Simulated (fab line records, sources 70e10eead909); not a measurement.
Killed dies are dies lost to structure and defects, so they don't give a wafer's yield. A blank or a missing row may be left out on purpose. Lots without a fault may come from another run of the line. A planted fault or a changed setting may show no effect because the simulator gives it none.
fab line records | flow nand_harc
record lots=13 wafers=39 last_day=34
route steps=1302 shown A_STAIRCASE@651
lots that met no fault: from a run of the same line without faults
start_h: hours from the record's first day to the start of the lot's first wafer shown | wait_h: hours since the lot's step before | " the same as in the row above | L1.1+2: a row that stands for several wafers | - no value, or no start given | * or withheld: withheld | < > ~ a bound
route shown NAME@n: a module of which the file shows steps, and the number in the route of the first | usual: mean/standard deviation of fault-free wafers | same: alike in all rows | chamber/n: place in a boat | sites: the reading at each site | _std_site: their standard deviation | _edge_site: outer sites' mean less inner sites' | radius_mm: how far each site lies from the wafer's centre | mask NAME#n: copy n | behind: the tool/chamber that last shaped the wafer | hold: why the lot was held/for how many hours/how that ended | device: the transistor (n, p or np) that didn't switch | end of line: the same wafers' tests at the end of the route | a step without rows: its recipe alone | killed: dies lost to structure and defects at the first sort, not the wafer's yield | map: a wafer's dies, x killed, . not, _ none there
set.NAME: the setting as run; set.NAME@STEP: as run at that earlier step | model.NAME: the simulator's own value behind a step, which no gauge read
steps of the route over a sample of lots; a table a step, a row a wafer
services: from which hour (start_h, from the record's first day; less than 0 if before it) a tool's chamber was out of use, for how many hours, and why
## steps
# step NHARC_A_STAIRCASE_ETCH_169
# recipe target_depth_a=500 time_s=107.1 ion_energy_ev=120 ch3f_flow_sccm=50 o2_flow_sccm=30 ar_flow_sccm=200 rf_w=500 bias_w=100 chemistry=CH3F/O2
# usual drypump_motor_current_A=5.8/0.5 oes_product_au=0.963/0.019 rf_fwd_power_W=497.0/1.8 rf_vpp_V=244.8/1.6 showerhead_plenum_p_Torr=2.48/0.096 throttle_valve_pct=20.662/0.0087
# same time_s=107.1
# columns lot.wafer tool chamber start_h wait_h drypump_motor_current_A oes_product_au rf_fwd_power_W rf_hours_counter_h rf_vpp_V showerhead_plenum_p_Torr throttle_valve_pct
L182.1 rie_diel-01 0 405.60 0.1 5.3 0.994 495.9 7 247.5 2.64 20.651
L182.3 " 1 " " 5.2 0.969 498.1 8 244.7 2.52 20.676
L182.5 " 2 " " 6.5 0.961 493.1 - 245.7 2.52 20.651
L184.2 rie_diel-01 2 408.27 0.1 6.6 0.986 496.9 5 247.0 2.53 20.670
L184.1 " 0 " " 5.3 0.977 498.1 7 246.8 2.64 20.656
L184.3 " 1 " " 5.2 0.964 496.5 8 244.9 2.52 20.657
L183.2 rie_diel-09 1 413.71 0.1 6.6 0.958 499.3 28 244.0 2.51 20.655
L183.4 " 2 " " 5.8 0.957 499.4 30 244.9 2.47 20.645
L183.1 " 0 " " 6.2 0.957 495.0 25 241.9 2.31 20.663
L181.2 rie_diel-09 0 413.94 0.2 6.2 0.931 496.5 25 242.5 2.31 20.664
L181.4 " 2 " " 5.8 0.965 497.2 30 245.3 2.47 20.657
L181.3 " 3 " " 5.7 0.942 497.8 27 245.2 2.56 20.660
L186.4 rie_diel-04 2 421.87 0.1 5.7 0.967 497.9 17 245.2 2.50 20.658
L186.1 " 0 " " 5.2 0.978 497.8 18 245.1 2.50 20.659
L186.5 " 1 " " 5.3 0.966 497.5 - 246.2 2.60 20.644
L190.3 rie_diel-04 2 460.12 0.1 5.6 0.964 495.7 29 244.2 2.50 20.666
L190.1 " 3 " " 6.4 0.968 495.2 24 243.8 2.39 20.669
L190.4 " 0 " " 5.2 0.970 497.4 28 244.8 2.49 20.654
L188.4 rie_diel-01 0 464.54 0.1 5.3 0.982 496.1 29 246.3 2.63 20.654
L188.1 " 1 " " 5.2 0.952 498.7 26 244.3 2.51 20.678
L188.2 " 3 " " 5.9 0.974 499.3 21 241.2 2.33 20.661
L189.4 rie_diel-09 2 464.76 0.1 5.8 1.002 500.1 50 244.9 2.46 20.649
L189.1 " 1 " " 6.6 0.971 496.8 48 244.8 2.50 20.652
L189.6 " 3 " " 5.7 0.997 497.5 - 246.6 2.56 20.659
L193.1 rie_diel-01 0 504.71 0.1 5.3 0.952 495.7 43 245.7 2.62 20.652
L193.4 " 3 " " 5.9 0.940 500.2 38 241.4 2.32 20.658
L193.5 " 0 " " 5.3 0.955 497.0 - 245.8 2.62 20.676
L195.2 rie_diel-09 2 513.50 0.1 5.8 0.979 498.3 2 244.4 2.45 20.647
L195.4 " 1 " " 6.6 0.987 499.2 1 245.2 2.49 20.657
L195.5 " 2 " " 5.8 0.968 499.2 - 245.1 2.45 20.658
L194.4 rie_diel-01 3 519.22 0.1 5.9 0.981 497.7 41 242.4 2.32 20.662
L194.2 " 1 " " 5.2 0.959 498.9 42 244.5 2.50 20.662
L194.5 " 3 " " 5.9 0.969 496.7 - 243.2 2.32 20.650
L200.1 rie_diel-01 3 573.29 0.1 5.9 0.987 495.2 1 243.0 2.31 20.644
L200.3 " 0 " " 5.2 0.972 497.1 1 247.3 2.61 20.663
L200.2 " 1 " " 5.1 0.954 498.6 1 246.2 2.50 20.658
L201.3 rie_diel-01 0 601.92 0.1 5.2 0.973 495.3 10 245.7 2.61 20.671
L201.6 " 3 " " 5.9 0.970 498.0 - 242.4 2.31 20.667
L201.5 " 0 " " 5.3 0.977 497.5 - 246.4 2.61 20.657
# step NHARC_A_STAIRCASE_TRIM_12
# recipe time_s=211.2 o2_flow_sccm=500 ar_flow_sccm=0 bias_w=0 chemistry=O2
# usual drypump_motor_current_A=5.8/0.51 oes_product_au=1.003/0.0095 rf_vpp_V=57.8/0.81 run_length_s=232.5/0.51 showerhead_plenum_p_Torr=3.56/0.12 throttle_valve_pct=17.037/0.0085
# same time_s=211.2
# columns lot.wafer tool chamber start_h wait_h drypump_motor_current_A oes_product_au rf_hours_counter_h rf_vpp_V run_length_s showerhead_plenum_p_Torr throttle_valve_pct
L182.3 rie_diel-04 3 407.41 0.1 6.5 0.989 6 58.7 232.7 3.45 17.052
L182.1 " 2 " " 5.7 0.999 12 58.9 232.9 3.59 17.043
L182.5 " 0 " " 5.2 1.006 - 58.4 231.5 3.59 17.044
L184.1 rie_diel-09 2 409.97 0.1 5.8 1.015 29 57.1 233.1 3.54 17.036
L184.3 " 3 " " 5.7 1.012 26 58.6 231.9 3.67 17.035
L184.2 " 0 " " 6.2 0.999 24 55.9 232.9 3.33 17.038
L183.4 rie_diel-09 0 415.67 0.1 6.2 0.994 27 58.2 232.8 3.33 17.016
L183.2 " 2 " " 5.9 1.011 31 58.6 233.1 3.54 17.045
L183.1 " 3 " " 5.7 1.017 28 57.8 232.1 3.67 17.032
L181.3 rie_diel-01 2 415.87 0.2 6.6 0.992 8 58.2 232.5 3.62 17.043
L181.2 " 0 " " 5.3 1.004 10 58.6 233.0 3.77 17.040
L181.4 " 2 " " 6.6 0.994 - 57.1 232.5 3.62 17.032
L186.4 rie_diel-04 2 423.84 0.1 5.7 1.009 17 58.0 233.1 3.59 17.040
L186.1 " 1 " " 5.3 1.010 17 58.7 231.9 3.73 17.036
L186.5 " 2 " " 5.7 1.008 - 56.8 233.1 3.59 17.020
L190.1 rie_diel-04 2 462.06 0.1 5.7 1.000 29 56.4 232.9 3.58 17.036
L190.4 " 0 " " 5.2 0.989 28 58.6 231.8 3.58 17.038
L190.3 " 1 " " 5.3 0.993 28 56.4 231.9 3.72 17.020
L188.1 rie_diel-04 2 466.43 0.1 5.7 1.001 31 57.8 233.0 3.58 17.047
L188.4 " 0 " " 5.3 0.996 30 58.5 231.8 3.58 17.025
L188.2 " 1 " " 5.3 0.992 30 59.0 232.1 3.72 17.051
L189.1 rie_diel-04 1 466.80 0.2 5.2 1.002 30 57.9 231.7 3.72 17.031
L189.4 " 0 " " 5.2 0.997 - 58.2 232.2 3.58 17.031
L189.6 " 2 " " 5.7 1.016 - 59.2 233.2 3.58 17.038
L193.4 rie_diel-04 0 506.66 0.1 5.2 1.008 49 57.7 231.7 3.57 17.036
L193.1 " 1 " " 5.3 0.994 47 59.5 232.1 3.71 17.035
L193.5 " 3 " " 6.4 0.991 - 57.6 232.2 3.43 17.031
L195.4 rie_diel-09 3 515.33 0.2 5.7 0.997 2 59.0 232.2 3.66 17.038
L195.2 " 0 " " 6.2 1.000 1 58.8 233.1 3.31 17.039
L195.5 " 3 " " 5.7 1.002 - 57.3 232.1 3.65 17.019
L194.2 rie_diel-01 0 521.41 0.1 5.3 1.011 47 59.1 232.9 3.75 17.040
L194.4 " 2 " " 6.6 0.991 42 58.3 232.1 3.60 17.048
L194.5 " 1 " " 5.2 1.003 - 57.6 232.3 3.59 17.060
L200.3 rie_diel-01 1 575.12 0.1 5.2 0.995 2 57.8 232.9 3.58 17.037
L200.2 " 2 " " 6.6 0.998 2 56.9 232.2 3.59 17.040
L200.1 " 3 " " 6.0 1.012 2 56.5 232.9 3.33 17.045
L201.3 rie_diel-09 1 603.75 0.1 6.6 1.005 30 59.0 232.4 3.56 17.041
L201.5 " 1 " " 6.6 1.016 - 57.8 232.3 3.56 17.043
L201.6 " 2 " " 5.8 1.017 - 57.9 233.1 3.50 17.044
# step NHARC_A_STAIRCASE_TRIM_16
# recipe time_s=211.2 o2_flow_sccm=500 ar_flow_sccm=0 bias_w=0 chemistry=O2
# usual drypump_motor_current_A=5.8/0.5 oes_product_au=1.002/0.01 rf_vpp_V=57.8/0.83 run_length_s=232.5/0.53 showerhead_plenum_p_Torr=3.56/0.12 throttle_valve_pct=17.038/0.0092
# columns lot.wafer tool chamber start_h wait_h drypump_motor_current_A oes_product_au rf_hours_counter_h rf_vpp_V run_length_s showerhead_plenum_p_Torr throttle_valve_pct
L182.1 rie_diel-04 2 407.87 - 5.7 1.001 12 56.8 233.2 3.59 17.036
L182.3 " 0 " " 5.2 0.999 11 57.7 232.4 3.59 17.024
L182.5 " 3 " " 6.4 0.988 - 56.9 232.3 3.45 17.038
L184.1 rie_diel-09 1 410.43 - 6.6 1.012 27 58.1 232.2 3.60 17.029
L184.2 " 2 " " 5.8 1.019 29 57.7 233.0 3.54 17.047
L184.3 " 3 " " 5.7 1.007 26 59.0 232.2 3.67 17.047
L183.4 rie_diel-09 0 416.21 - 6.2 0.995 27 57.0 233.1 3.33 17.036
L183.2 " 1 " " 6.6 1.009 30 59.2 232.5 3.60 17.049
L183.1 " 2 " " 5.8 1.028 31 58.4 233.3 3.54 17.040
L181.2 rie_diel-01 2 416.39 - 6.6 1.001 8 58.3 232.8 3.62 17.038
L181.3 " 1 " " 5.2 0.998 11 57.2 232.4 3.61 17.061
L181.4 " 2 " " 6.6 1.005 - 58.0 232.6 3.62 17.034
L186.1 rie_diel-04 1 424.55 - 5.3 1.010 17 57.3 232.1 3.73 17.034
L186.4 " 0 " " 5.2 0.995 19 57.5 231.7 3.58 17.043
L186.5 " 1 " " 5.3 1.001 - 57.4 231.9 3.73 17.049
L190.1 rie_diel-04 2 462.53 - 5.7 1.006 29 57.4 233.1 3.58 17.035
L190.4 " 3 " " 6.4 0.998 24 56.8 232.2 3.44 17.041
L190.3 " 0 " " 5.3 0.991 28 57.9 231.6 3.58 17.042
L188.1 rie_diel-04 0 467.00 - 5.3 0.990 30 57.1 231.6 3.58 17.016
L188.2 " 1 " " 5.3 0.994 30 57.8 231.7 3.72 17.037
L188.4 " 2 " " 5.6 1.000 - 57.8 233.5 3.58 17.018
L189.1 rie_diel-04 1 467.48 - 5.3 0.984 30 58.2 232.1 3.72 17.036
L189.4 " 2 " " 5.7 0.987 - 57.5 233.0 3.58 17.027
L189.6 " 0 " " 5.2 0.985 - 58.6 231.9 3.58 17.020
L193.1 rie_diel-04 0 507.20 - 5.2 1.012 49 57.1 174.2 3.57 17.039
L193.4 " 3 " " 6.4 0.994 39 57.6 232.6 3.43 17.040
L193.5 " 1 " " 5.3 1.010 - 58.8 231.8 3.71 17.050
L195.4 rie_diel-09 2 515.87 - 5.8 1.026 2 57.2 233.1 3.52 17.035
L195.2 " 3 " " 5.7 1.007 2 57.8 232.2 3.65 17.038
L195.5 " 2 " " 5.8 1.020 - 56.3 233.1 3.52 17.044
L194.2 rie_diel-01 2 521.88 - 6.6 1.005 42 58.4 232.3 3.60 17.055
L194.4 " 3 " " 6.0 0.998 42 56.7 232.8 3.34 17.045
L194.5 " 2 " " 6.6 1.003 - 57.4 232.2 3.60 17.031
L200.3 rie_diel-01 2 575.57 - 6.6 0.996 3 58.9 232.8 3.59 17.028
L200.1 " 3 " " 6.0 1.014 2 57.1 232.7 3.33 17.040
L200.2 " 1 " " 5.2 0.985 2 58.1 232.7 3.58 17.038
L201.3 rie_diel-09 3 604.21 - 5.7 0.997 33 58.8 232.4 3.64 17.034
L201.5 " 3 " " 5.7 1.000 - 58.2 232.3 3.64 17.052
L201.6 " 0 " " 6.2 1.003 - 56.4 233.5 3.29 17.035
# step NHARC_A_STAIRCASE_ETCH_19
# recipe target_depth_a=1000 time_s=40.5 ion_energy_ev=400 c4f8_flow_sccm=20 o2_flow_sccm=10 ar_flow_sccm=withheld rf_w=600 bias_w=1000 chemistry=C4F8/O2
# usual oes_product_au=0.944/0.011 rf_fwd_power_W=593.4/2.8 rf_vpp_V=897/4.4
# same time_s=40.5
# columns lot.wafer tool chamber start_h wait_h oes_product_au rf_fwd_power_W rf_hours_counter_h rf_vpp_V
L182.1 rie_diel-04 0 - - 0.938 596.2 12 899
L182.3 " 1 " " 0.942 593.2 12 904
L182.5 " 3 " " 0.928 592.7 - 892
L184.1 rie_diel-09 3 - - 0.954 590.6 26 902
L184.2 " 1 " " 0.949 598.1 27 899
L184.3 " 2 " " 0.954 596.4 29 895
L183.1 rie_diel-09 1 - - 0.963 593.4 30 899
L183.4 " 2 " " 0.959 590.2 32 897
L183.2 " 3 " " 0.953 589.6 29 901
L181.2 rie_diel-01 2 - - 0.936 588.1 8 900
L181.3 " 0 " " 0.949 592.6 11 904
L181.4 " 0 " " 0.954 591.2 - 903
L186.4 rie_diel-04 3 - - 0.919 598.8 14 893
L186.1 " 0 " " 0.922 593.8 19 897
L186.5 " 3 " " 0.918 597.6 - 894
L190.1 rie_diel-04 2 - - 0.942 593.6 29 897
L190.4 " 3 " " 0.934 595.5 24 892
L190.3 " 0 " " 0.955 596.9 28 897
L188.1 rie_diel-04 1 - - 0.932 594.5 31 903
L188.2 " 0 " " 0.930 593.9 31 899
L188.4 " 1 " " 0.935 593.8 - 903
L189.1 rie_diel-04 1 - - 0.928 594.7 31 903
L189.6 " 0 " " 0.932 595.0 - 896
L189.4 " 2 " " 0.947 594.0 - 898
L193.1 rie_diel-04 2 - - 0.954 589.0 47 896
L193.4 " 3 " " 0.932 594.8 40 892
L193.5 " 2 " " 0.948 594.3 - 898
L195.2 rie_diel-09 2 - - 0.947 596.1 2 895
L195.4 " 3 " " 0.929 590.4 2 901
L195.5 " 2 " " 0.946 595.9 - 896
L194.4 rie_diel-01 2 - - 0.937 585.2 42 898
L194.2 " 0 " " 0.963 588.9 47 905
L194.5 " 3 " " 0.942 594.6 - 888
L200.1 rie_diel-01 0 - - 0.944 592.5 2 903
L200.2 " 2 " " 0.941 586.5 3 899
L200.3 " 3 " " 0.946 591.4 3 887
L201.3 rie_diel-09 3 - - 0.938 590.7 33 901
L201.6 " 1 " " 0.941 593.2 - 896
L201.5 " 2 " " 0.950 594.5 - 896
## services
# columns tool chamber start_h hours kind
rie_diel-04 3 384.01 14.6 repair
rie_diel-04 0 389.21 - clean
rie_diel-04 1 389.21 - clean
rie_diel-04 2 389.21 - clean
rie_diel-01 3 409.01 15.4 repair
rie_diel-01 2 411.48 2.7 repair
rie_diel-04 0 415.82 - clean
rie_diel-04 1 415.82 - clean
rie_diel-04 2 415.82 - clean
rie_diel-04 3 415.82 - clean
rie_diel-04 0 440.69 - clean
rie_diel-04 1 440.69 - clean
rie_diel-04 2 440.69 - clean
rie_diel-04 3 440.69 - clean
rie_diel-04 - 457.47 0.5 repair
rie_diel-04 0 465.40 - clean
rie_diel-04 1 465.40 - clean
rie_diel-04 2 465.40 - clean
rie_diel-09 - 498.49 9.0 pm
rie_diel-04 - 533.12 9.0 pm
rie_diel-01 3 541.46 4.9 repair
rie_diel-01 - 557.98 9.0 pm
rie_diel-04 1 560.84 20.0 repair
rie_diel-04 2 587.25 2.7 repair
## key
first_sign step=NHARC_A_STAIRCASE_TRIM_16 reading=run_length_s direction=down sigmas=99+ usual=* struck=*
effect none on later readings
met_at NHARC_A_STAIRCASE_TRIM_16
struck_lots L193
struck_wafers L193.1
sort_left_out L193.1
tester_left_out L193
not_acting_at NHARC_A_STAIRCASE_ETCH_169,NHARC_A_STAIRCASE_TRIM_12,NHARC_A_STAIRCASE_ETCH_19
onset_between 467.48 507.20
fault kind=process_parameter_drift tool=rie_diel-04 chamber=- onset_h=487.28 steps=NHARC_A_STAIRCASE_TRIM_16 channel=time_s offset=* shape=step end_h=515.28 scope=struck_wafers_only acts_in=* stated=*
# tester_left_out: of these lots the tester's yield and bins aren't shown, on N5 and GAA mostly nor the transistor test; their killed dies are dies lost to structure and defects alone, not to doping, threshold or leakage, so they don't give the yield
# sort_left_out: the simulated sort isn't trusted on such a fault, so these wafers' sort isn't shown, and their yield isn't known
